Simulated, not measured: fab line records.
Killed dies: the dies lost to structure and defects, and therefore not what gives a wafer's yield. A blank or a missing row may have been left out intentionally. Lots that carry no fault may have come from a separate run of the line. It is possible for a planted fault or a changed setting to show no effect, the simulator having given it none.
Lot-split experiment :: flow n5Finfet :: 39 wafers read across 7 lots, on a route 1938 steps long

== THE SPLIT ITSELF ==
At N5_BEOL_M0_DEP_125 (deposits SiCN from 3MS/NH3, target thk 8 nm, time 14 s), the setting timeS was moved away from the recipe's 14 s on 15 of the 39 wafers read, by -55.4% to +39.1%. For the rest of the wafers, this setting stayed at what the recipe calls for.

The reading is taken at the split's own step.

== THE READING ==
SiCN_of_BEOL_M0_DEP_125.thkNm (the simulator's own value, which no gauge read), in nm, at N5_BEOL_M0_DEP_125 (deposits SiCN from 3MS/NH3, target thk 8 nm, time 14 s). The file gives no usual value for it. The 24 wafers here that ran the recipe average 7.9 nm, standard deviation 0.16 nm.

wafer: L078.1
tool, chamber at the split: pecvd-04, 1
timeS as run, s: 10.48
against the recipe: -25.1%
SiCN_of_BEOL_M0_DEP_125.thkNm, nm: 6
against lot-mates on the recipe: -2.1

wafer: L078.2
tool, chamber at the split: pecvd-04, 0,2
timeS as run, s: 10.48
against the recipe: -25.1%
SiCN_of_BEOL_M0_DEP_125.thkNm, nm: 6.2
against lot-mates on the recipe: -1.9

wafer: L078.3
tool, chamber at the split: pecvd-04, 0,2
timeS as run, s: 10.48
against the recipe: -25.1%
SiCN_of_BEOL_M0_DEP_125.thkNm, nm: 6.2
against lot-mates on the recipe: -1.9

wafer: L078.4
tool, chamber at the split: pecvd-04, 0,2
timeS as run, s: 14
against the recipe: recipe
SiCN_of_BEOL_M0_DEP_125.thkNm, nm: 8
against lot-mates on the recipe: -

wafer: L078.6
tool, chamber at the split: pecvd-04, 0,2
timeS as run, s: 14
against the recipe: recipe
SiCN_of_BEOL_M0_DEP_125.thkNm, nm: 8
against lot-mates on the recipe: -

wafer: L078.5
tool, chamber at the split: pecvd-04, 1
timeS as run, s: 14
against the recipe: recipe
SiCN_of_BEOL_M0_DEP_125.thkNm, nm: 8.2
against lot-mates on the recipe: -

wafer: L086.1
tool, chamber at the split: pecvd-03, 2
timeS as run, s: 6.239
against the recipe: -55.4%
SiCN_of_BEOL_M0_DEP_125.thkNm, nm: 3.4
against lot-mates on the recipe: -4.6

wafer: L086.2
tool, chamber at the split: pecvd-03, 0,1
timeS as run, s: 6.239
against the recipe: -55.4%
SiCN_of_BEOL_M0_DEP_125.thkNm, nm: 3.6
against lot-mates on the recipe: -4.4

wafer: L086.4
tool, chamber at the split: pecvd-03, 0,1
timeS as run, s: 6.239
against the recipe: -55.4%
SiCN_of_BEOL_M0_DEP_125.thkNm, nm: 3.6
against lot-mates on the recipe: -4.4

wafer: L086.3
tool, chamber at the split: pecvd-03, 1,2,0
timeS as run, s: 14
against the recipe: recipe
SiCN_of_BEOL_M0_DEP_125.thkNm, nm: 8
against lot-mates on the recipe: -

wafer: L086.5
tool, chamber at the split: pecvd-03, 1,2,0
timeS as run, s: 14
against the recipe: recipe
SiCN_of_BEOL_M0_DEP_125.thkNm, nm: 8
against lot-mates on the recipe: -

wafer: L086.6
tool, chamber at the split: pecvd-03, 1,2,0
timeS as run, s: 14
against the recipe: recipe
SiCN_of_BEOL_M0_DEP_125.thkNm, nm: 8
against lot-mates on the recipe: -

wafer: L084.1
tool, chamber at the split: pecvd-04, 1,2,1
timeS as run, s: 14
against the recipe: recipe
SiCN_of_BEOL_M0_DEP_125.thkNm, nm: 7.8
against lot-mates on the recipe: -

wafer: L084.2
tool, chamber at the split: pecvd-04, 1,2,1
timeS as run, s: 14
against the recipe: recipe
SiCN_of_BEOL_M0_DEP_125.thkNm, nm: 7.8
against lot-mates on the recipe: -

wafer: L084.6
tool, chamber at the split: pecvd-04, 1,2,1
timeS as run, s: 14
against the recipe: recipe
SiCN_of_BEOL_M0_DEP_125.thkNm, nm: 7.8
against lot-mates on the recipe: -

wafer: L084.3
tool, chamber at the split: pecvd-04, 1
timeS as run, s: 14
against the recipe: recipe
SiCN_of_BEOL_M0_DEP_125.thkNm, nm: 7.6
against lot-mates on the recipe: -

wafer: L084.4
tool, chamber at the split: pecvd-04, 2
timeS as run, s: 14
against the recipe: recipe
SiCN_of_BEOL_M0_DEP_125.thkNm, nm: 8
against lot-mates on the recipe: -

wafer: L084.5
tool, chamber at the split: pecvd-04, 2
timeS as run, s: 14
against the recipe: recipe
SiCN_of_BEOL_M0_DEP_125.thkNm, nm: 8
against lot-mates on the recipe: -

wafer: L089.1
tool, chamber at the split: pecvd-02, 2
timeS as run, s: 19.47
against the recipe: +39.1%
SiCN_of_BEOL_M0_DEP_125.thkNm, nm: 11
against lot-mates on the recipe: +2.9

wafer: L089.2
tool, chamber at the split: pecvd-02, 0,1
timeS as run, s: 14
against the recipe: recipe
SiCN_of_BEOL_M0_DEP_125.thkNm, nm: 8.2
against lot-mates on the recipe: -

wafer: L089.3
tool, chamber at the split: pecvd-02, 0,1
timeS as run, s: 14
against the recipe: recipe
SiCN_of_BEOL_M0_DEP_125.thkNm, nm: 8.2
against lot-mates on the recipe: -

wafer: L089.4
tool, chamber at the split: pecvd-02, 1,0
timeS as run, s: 19.47
against the recipe: +39.1%
SiCN_of_BEOL_M0_DEP_125.thkNm, nm: 11.4
against lot-mates on the recipe: +3.3

wafer: L089.6
tool, chamber at the split: pecvd-02, 1,0
timeS as run, s: 19.47
against the recipe: +39.1%
SiCN_of_BEOL_M0_DEP_125.thkNm, nm: 11.4
against lot-mates on the recipe: +3.3

wafer: L089.5
tool, chamber at the split: pecvd-02, 2
timeS as run, s: 14
against the recipe: recipe
SiCN_of_BEOL_M0_DEP_125.thkNm, nm: 8
against lot-mates on the recipe: -

wafer: L095.1
tool, chamber at the split: pecvd-03, 1,0
timeS as run, s: 14
against the recipe: recipe
SiCN_of_BEOL_M0_DEP_125.thkNm, nm: 7.8
against lot-mates on the recipe: -

wafer: L095.3
tool, chamber at the split: pecvd-03, 1,0
timeS as run, s: 14
against the recipe: recipe
SiCN_of_BEOL_M0_DEP_125.thkNm, nm: 7.8
against lot-mates on the recipe: -

wafer: L095.2
tool, chamber at the split: pecvd-03, 2
timeS as run, s: 19.39
against the recipe: +38.5%
SiCN_of_BEOL_M0_DEP_125.thkNm, nm: 10.6
against lot-mates on the recipe: +2.7

wafer: L095.4
tool, chamber at the split: pecvd-03, 0,1
timeS as run, s: 19.39
against the recipe: +38.5%
SiCN_of_BEOL_M0_DEP_125.thkNm, nm: 11
against lot-mates on the recipe: +3.1

wafer: L095.5
tool, chamber at the split: pecvd-03, 0,1
timeS as run, s: 19.39
against the recipe: +38.5%
SiCN_of_BEOL_M0_DEP_125.thkNm, nm: 11
against lot-mates on the recipe: +3.1

wafer: L095.6
tool, chamber at the split: pecvd-03, 2
timeS as run, s: 14
against the recipe: recipe
SiCN_of_BEOL_M0_DEP_125.thkNm, nm: 8
against lot-mates on the recipe: -

wafer: L096.1
tool, chamber at the split: pecvd-03, 2
timeS as run, s: 14
against the recipe: recipe
SiCN_of_BEOL_M0_DEP_125.thkNm, nm: 7.8
against lot-mates on the recipe: -

wafer: L096.2
tool, chamber at the split: pecvd-03, 0
timeS as run, s: 14
against the recipe: recipe
SiCN_of_BEOL_M0_DEP_125.thkNm, nm: 8
against lot-mates on the recipe: -

wafer: L096.3
tool, chamber at the split: pecvd-03, 1
timeS as run, s: 11.43
against the recipe: -18.4%
SiCN_of_BEOL_M0_DEP_125.thkNm, nm: 6.4
against lot-mates on the recipe: -1.6

wafer: L096.4
tool, chamber at the split: pecvd-03, 2,0
timeS as run, s: 11.43
against the recipe: -18.4%
SiCN_of_BEOL_M0_DEP_125.thkNm, nm: 6.6
against lot-mates on the recipe: -1.4

wafer: L096.5
tool, chamber at the split: pecvd-03, 2,0
timeS as run, s: 11.43
against the recipe: -18.4%
SiCN_of_BEOL_M0_DEP_125.thkNm, nm: 6.6
against lot-mates on the recipe: -1.4

wafer: L096.6
tool, chamber at the split: pecvd-03, 1
timeS as run, s: 14
against the recipe: recipe
SiCN_of_BEOL_M0_DEP_125.thkNm, nm: 8.2
against lot-mates on the recipe: -

wafer: L097.2
tool, chamber at the split: pecvd-04, 0,1,1
timeS as run, s: 14
against the recipe: recipe
SiCN_of_BEOL_M0_DEP_125.thkNm, nm: 7.8
against lot-mates on the recipe: -

wafer: L097.3
tool, chamber at the split: pecvd-04, 0,1,1
timeS as run, s: 14
against the recipe: recipe
SiCN_of_BEOL_M0_DEP_125.thkNm, nm: 7.8
against lot-mates on the recipe: -

wafer: L097.5
tool, chamber at the split: pecvd-04, 0,1,1
timeS as run, s: 14
against the recipe: recipe
SiCN_of_BEOL_M0_DEP_125.thkNm, nm: 7.8
against lot-mates on the recipe: -
If several chambers appear in one row, that row covers several wafers at once and the file leaves open which wafer was in which chamber.

FIT RESULTS
A straight line over all 39 wafers: SiCN_of_BEOL_M0_DEP_125.thkNm changes by +0.0792 nm for each +1% of timeS; r = +1.00; the points scatter about the line by 0.18 nm.
The same after taking each lot's own level away (the mean of its wafers on the recipe; 39 wafers): +0.0796 nm for each +1%; r = +1.00; scatter 0.13 nm.
The reading moves by 4.4 nm for the largest change in timeS, on that fit.
From 7.80 to 8.13 nm: that is the span of the lots' own levels, equal to 2.1 times the standard deviation above.
The two slopes are in agreement: the lot-to-lot level therefore moves the slope only a little.
Check: for one of the wafers moved furthest among these (-55.4%), held out of the fit, the line's prediction against its lot-mates is -4.38 nm. Against them it came out at -4.6 nm.

== OTHER SPLITS APPLIED TO THESE WAFERS ==
Before the reading, these wafers also passed through other splits. Each is held against what the fit with the lots' levels taken away leaves over:
other split on the same wafers: N5_STI_FIN_REVEAL_ETCHBACK_08 targetDepthA
wafers away from the commonest value: 15
r with SiCN_of_BEOL_M0_DEP_125.thkNm (lot level and that fit taken away): -0.06

other split on the same wafers: N5_DUMMY_GATE_CVD_03 targetThkA
wafers away from the commonest value: 18
r with SiCN_of_BEOL_M0_DEP_125.thkNm (lot level and that fit taken away): -0.01

other split on the same wafers: N5_SDB_ALD_29 aldCycles
wafers away from the commonest value: 18
r with SiCN_of_BEOL_M0_DEP_125.thkNm (lot level and that fit taken away): +0.24

other split on the same wafers: N5_MOL_CONTACT_COAG_PRECLEAN_111 timeS
wafers away from the commonest value: 12
r with SiCN_of_BEOL_M0_DEP_125.thkNm (lot level and that fit taken away): -0.08

== FILE'S OWN FIT ==
SiCN_of_BEOL_M0_DEP_125.thkNm changes by +0.0796 nm for each +1% of timeS, r = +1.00.
